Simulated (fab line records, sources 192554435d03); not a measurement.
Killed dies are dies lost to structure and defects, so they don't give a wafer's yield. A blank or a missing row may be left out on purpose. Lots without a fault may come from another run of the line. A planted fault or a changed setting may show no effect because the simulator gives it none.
Split-lot experiment | flow n5_finfet | 7 lots, 39 wafers read, on a route of 1938 steps

THE SPLIT
At N5_FIN_SAQP_FIN_ETCH_36 (etches the open film in HBr/Cl2/O2, target depth 120 nm, time 50.4 s), the setting bias_w was moved away from the recipe's 102 W on 12 of the 39 wafers read, by -16.9% to +16.4%. The other wafers ran this setting at the recipe's value.

FROM THE SPLIT TO THE READING: what the file shows between them, 3 steps
- N5_FIN_SAQP_PRECLEAN_38: cleans in O3/DIW, time 45 s
- N5_FIN_SAQP_PRECLEAN_45: cleans in dHF, time 10 s
- N5_FIN_SAQP_SRD_39: time 30 s

THE READING
trench_depth_nm, in nm, at N5_FIN_SAQP_OCD_MEAS_76. Fault-free wafers of this fab line usually give 120.6 nm, standard deviation 1.3 nm.

wafer  | tool, chamber at the split | bias_w as run, W | against the recipe | trench_depth_nm, nm | against lot-mates on the recipe
L075.1 | rie_si-01, 1               | 102              | recipe             | 119.1               | -
L075.3 | rie_si-01, 3               | 102              | recipe             | 121.8               | -
L075.4 | rie_si-01, 2               | 102              | recipe             | 120.7               | -
L082.1 | rie_si-06, 3               | 102              | recipe             | 119.7               | -
L082.2 | rie_si-06, 1               | 102              | recipe             | 119.5               | -
L082.3 | rie_si-06, 2               | 102              | recipe             | 121.8               | -
L082.4 | rie_si-06, 0               | 102              | recipe             | 119.3               | -
L082.5 | rie_si-06, 1               | 102              | recipe             | 120.5               | -
L082.6 | rie_si-06, 0               | 102              | recipe             | 119.5               | -
L086.1 | rie_si-03, 1               | 84.8             | -16.9%             | 116.9               | -4.6
L086.2 | rie_si-03, 0               | 84.8             | -16.9%             | 115.8               | -5.7
L086.3 | rie_si-03, 3               | 102              | recipe             | 122.7               | -
L086.4 | rie_si-03, 2               | 84.8             | -16.9%             | 117.3               | -4.2
L086.5 | rie_si-03, 0               | 102              | recipe             | 120.2               | -
L086.6 | rie_si-03, 1               | 102              | recipe             | 121.5               | -
L087.1 | rie_si-01, 2               | 102              | recipe             | 120.4               | -
L087.2 | rie_si-01, 1               | 115.7            | +13.4%             | 123.1               | +2.0
L087.3 | rie_si-01, 3               | 115.7            | +13.4%             | 126.7               | +5.6
L087.4 | rie_si-01, 0               | 115.7            | +13.4%             | 125.1               | +4.0
L087.5 | rie_si-01, 3               | 102              | recipe             | 122.6               | -
L087.6 | rie_si-01, 0               | 102              | recipe             | 120.3               | -
L090.1 | rie_si-03, 0               | 102              | recipe             | 118.4               | -
L090.2 | rie_si-03, 1               | 102              | recipe             | 120.1               | -
L090.3 | rie_si-03, 3               | 110.9            | +8.7%              | 122.7               | +3.7
L090.4 | rie_si-03, 2               | 110.9            | +8.7%              | 122.3               | +3.3
L090.5 | rie_si-03, 3               | 110.9            | +8.7%              | 123.3               | +4.3
L090.6 | rie_si-03, 0               | 102              | recipe             | 118.4               | -
L091.1 | rie_si-03, 3               | 118.7            | +16.4%             | 127.6               | +7.5
L091.2 | rie_si-03, 1               | 102              | recipe             | 120.0               | -
L091.3 | rie_si-03, 2               | 118.7            | +16.4%             | 124.3               | +4.2
L091.4 | rie_si-03, 0               | 102              | recipe             | 119.7               | -
L091.5 | rie_si-03, 1               | 118.7            | +16.4%             | 123.9               | +3.8
L091.6 | rie_si-03, 2               | 102              | recipe             | 120.7               | -
L095.1 | rie_si-03, 3               | 102              | recipe             | 122.3               | -
L095.2 | rie_si-03, 0               | 102              | recipe             | 119.2               | -
L095.3 | rie_si-03, 1               | 102              | recipe             | 120.9               | -
L095.4 | rie_si-03, 2               | 102              | recipe             | 121.1               | -
L095.5 | rie_si-03, 0               | 102              | recipe             | 119.8               | -
L095.6 | rie_si-03, 3               | 102              | recipe             | 121.1               | -

THE FIT
A straight line over all 39 wafers: trench_depth_nm changes by +0.273 nm for each +1% of bias_w; r = +0.87; the points scatter about the line by 1.2 nm.
The same after taking each lot's own level away (the mean of its wafers on the recipe; 39 wafers): +0.306 nm for each +1%; r = +0.91; scatter 1.1 nm.
On that fit, the largest move of bias_w shifts the reading by 5.2 nm.
The lots' own levels span 118.97 to 121.47 nm, that is 1.9 times the standard deviation above.
So the lot-to-lot level changes the slope: the two fits differ.
Check: with one of the wafers moved furthest among these (-16.9%) left out of the fit, the line predicts -5.16 nm for it against its lot-mates. It came out at -4.57 nm against them.

OTHER SPLITS ON THESE WAFERS
These wafers also went through other splits before the reading. Each is held against what the fit with the lots' levels taken away leaves over:
other split on the same wafers      | wafers away from the commonest value | r with trench_depth_nm (lot level and that fit taken away)
N5_ZERO_LAYER_PECVD_02 target_thk_a | 15                                   | +0.00
N5_FIN_SAQP_HM_DEP_03 target_thk_a  | 12                                   | -0.01

THE WHOLE CHAIN: every reading that the file lists as answering this split, in the file's order
step                    | what it does                                                         | reading                                                                    | change (the file's fit)               | r (the file's)
N5_FIN_SAQP_FIN_ETCH_36 | etches the open film in HBr/Cl2/O2, target depth 120 nm, time 50.4 s | FIN_SAQP.feature_depth_nm (the simulator's own value, which no gauge read) | +0.305 nm for each +1% of the setting | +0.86
N5_FIN_SAQP_FIN_ETCH_36 | etches the open film in HBr/Cl2/O2, target depth 120 nm, time 50.4 s | etch.depth_nm (the simulator's own value, which no gauge read)             | +0.306 nm for each +1% of the setting | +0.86
N5_FIN_SAQP_OCD_MEAS_76 |                                                                      | trench_depth_nm                                                            | +0.311 nm for each +1% of the setting | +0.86

THE FILE'S OWN FIT
trench_depth_nm changes by +0.311 nm for each +1% of bias_w, r = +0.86.
